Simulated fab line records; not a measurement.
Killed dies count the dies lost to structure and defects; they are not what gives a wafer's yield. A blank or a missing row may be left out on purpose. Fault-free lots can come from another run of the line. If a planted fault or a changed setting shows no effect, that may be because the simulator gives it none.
A struck lot beside a sound one + flow n5Finfet + 37 steps out of a route of 1938
Sound: these wafers, L447.1, L447.2, L447.5. Wafers struck: L455.3, L455.5. At the end, the cause is stated.
Each step with rows lists, per side, the tool, then ch with its chambers, then its first start. Under that, the readings that differ: sound wafers + struck wafers + difference of the means + sigmas: that difference in standard deviations of wafers without a fault.
alike: readings with means less than 2 such deviations apart, plus words and numbers identical on both sides. not compared: withheld readings, readings lacking a value on some wafer, bounds such as >300 that could conceal the same value, and numbers that have no deviation in the record and whose values overlap.
The two part at a step that has a row with sigmas, a row that says differs or no value, or rows on one side only. When numbers do not overlap yet have no deviation, they are printed without sigmas and do not part them. A reading missing from all wafers of one side parts the sides only when that side holds two or more wafers.

first, 9 steps without rows for these wafers: N5_BEOL_M5_ANNEAL_89 (time 1800 s); N5_BEOL_M5_SPUTTER_90 (material Cu, target thk 4.5 nm, time 8.29 s); N5_BEOL_M5_ECD_50 (material Cu, target thk 300 nm); N5_BEOL_M5_ANNEAL_51 (time 90 s); N5_BEOL_M5_CMP_52 (polishes, stops on SiCOH lowk, t overpolish 6.9 s, target thk 62 nm); N5_BEOL_M5_PRE_CLEAN_77 (time 15 s); N5_BEOL_M5_CO_CAP_78 (material Co, precursor CCTBA/H2, target thk 2 nm, time 102.1 s); N5_BEOL_M5_PRE_CLEAN_55 (time 15 s); N5_BEOL_M5_DEP_56 (deposits SiCN from 3MS/NH3, target thk 8 nm, time 14 s).
N5_BEOL_M6_ILD_DEP_00: deposits SiCOH lowk from DEMS/porogen, target thk 179.75 nm, time 33.4 s.
  sound on pecvd-01 ch 1,2, day 10 09:50; struck on pecvd-01 ch 1,2, day 12 16:16
| reading                                           | sound           | struck      | difference | sigmas |
|---------------------------------------------------|-----------------|-------------|------------|--------|
| model.SiCOH_lowk_of_BEOL_M6_ILD_DEP_00.thkNm (nm) | 176.4 178 181.6 | 239.8 245.6 | +64.0      |        |
  alike: heaterPowerW, showerheadPlenumPTorr, showerheadVppV, susceptorTempC, throttleValvePct
then, 1 step without rows for these wafers: N5_BEOL_M6_CURE_74 (cures SiCOH lowk, time 240 s).
N5_BEOL_M6_THK_MEAS_01:
  sound on filmMetro-01, day 10 10:24; struck on filmMetro-01, day 12 16:50
| reading         | sound             | struck      | difference | sigmas |
|-----------------|-------------------|-------------|------------|--------|
| M6_ILD_THK (nm) | 152.1 153.3 156.7 | 207.6 212.6 | +56.1      | +23    |
then, 23 steps without rows for these wafers: N5_BEOL_M6_PECVD_70 (deposits SiO2 from TEOS/O2, target thk 20 nm, time 22.7 s); N5_BEOL_M6_HM_DEP_02 (deposits TiN, target thk 20 nm); N5_BEOL_M6_COAT_59 (time 60 s, resist thk 100 nm); N5_BEOL_M6_COAT_60 (time 60 s, resist thk 35 nm); N5_BEOL_M6_COAT_05 (resist thk 90 nm); N5_BEOL_M6_EBR_07; N5_BEOL_M6_SOFTBAKE_06 (time 60 s); N5_BEOL_M6_EXPOSE_08 (exposes mask M6); N5_BEOL_M6_PEB_09 (peb time 60 s); N5_BEOL_M6_DEVELOP_10 (develop time 30 s); N5_BEOL_M6_DESCUM_16 (chemistry O2, time 7.9 s); N5_BEOL_M6_ETCH_61 (etches SiARC in CF4, target depth 45.5 nm, time 75.8 s); N5_BEOL_M6_ETCH_62 (etches SOC in N2/H2, target depth 110 nm, overetch 22 nm, time 165 s); N5_BEOL_M6_STRIP_68 (strips in N2/H2); N5_BEOL_M6_STRIP_67 (strips in CF4); N5_BEOL_M6_HM_OPEN_17 (chemistry Cl2/BCl3, target TiN, target depth 20 nm, overetch 6 nm); N5_BEOL_M6_STRIP_19 (strips in O2); N5_BEOL_M6_COAT_63 (time 60 s, resist thk 60 nm); N5_BEOL_M6_COAT_64 (time 60 s, resist thk 12 nm); N5_BEOL_M6_COAT_71 (time 60 s, resist thk 5 nm); N5_BEOL_M6_COAT_22 (resist thk 30 nm); N5_BEOL_M6_EBR_24; N5_BEOL_M6_SOFTBAKE_23 (time 60 s).
N5_BEOL_M6_CMP_52: polishes, stops on SiCOH lowk, t overpolish 6.9 s, target thk 80 nm.
  sound on cmp-02 ch 0,2,3, day 10 18:14; struck on cmp-03 ch 2,3, day 13 00:04
| reading                                           | sound           | struck      | difference | sigmas |
|---------------------------------------------------|-----------------|-------------|------------|--------|
| model.SiCOH_lowk_of_BEOL_M6_ILD_DEP_00.thkNm (nm) | 149 150.4 153.6 | 204.6 209.6 | +56.1      |        |
  alike: motorCurrentA
-- the record jumps here: 4 days lie between the struck wafers' starts before and after (it left off in module BEOL_M6 and takes up again in module PASSIVATION, whose first step shown is number 1936 of the route) --
N5_PASSIVATION_PROBE_49:
  sound on prober-02, day 14 08:10; struck on prober-02, day 16 21:34
| reading                | sound          | struck    | difference | sigmas |
|------------------------|----------------|-----------|------------|--------|
| defectLimitedYield (%) | 89.1 90.6 89.8 | 93.3 93.1 | +3.4       | +2     |
| killed_at_M0_to_M3     | 51 45 41       | 31 13     | -24        | -2     |
| killedDies             | 129 111 120    | 79 81     | -40        | -2     |
| killedOpen             | 93 75 88       | 58 52     | -30        | -3     |
| sort_bin_6_memory (%)  | 4.4 3.5 3.6    | 2.4 1.9   | -1.7       | -2     |
  alike: killed_at_M4_up, killedAtContacts, killedAtFrontEnd, killedAtOther, killedShort, sort_bin_5_function, sortNPass, sortYieldPct

== WHERE THEY PART ==
Earliest at N5_BEOL_M6_THK_MEAS_01; latest, in this record, at N5_PASSIVATION_PROBE_49.

WHY: the cause the simulator had injected
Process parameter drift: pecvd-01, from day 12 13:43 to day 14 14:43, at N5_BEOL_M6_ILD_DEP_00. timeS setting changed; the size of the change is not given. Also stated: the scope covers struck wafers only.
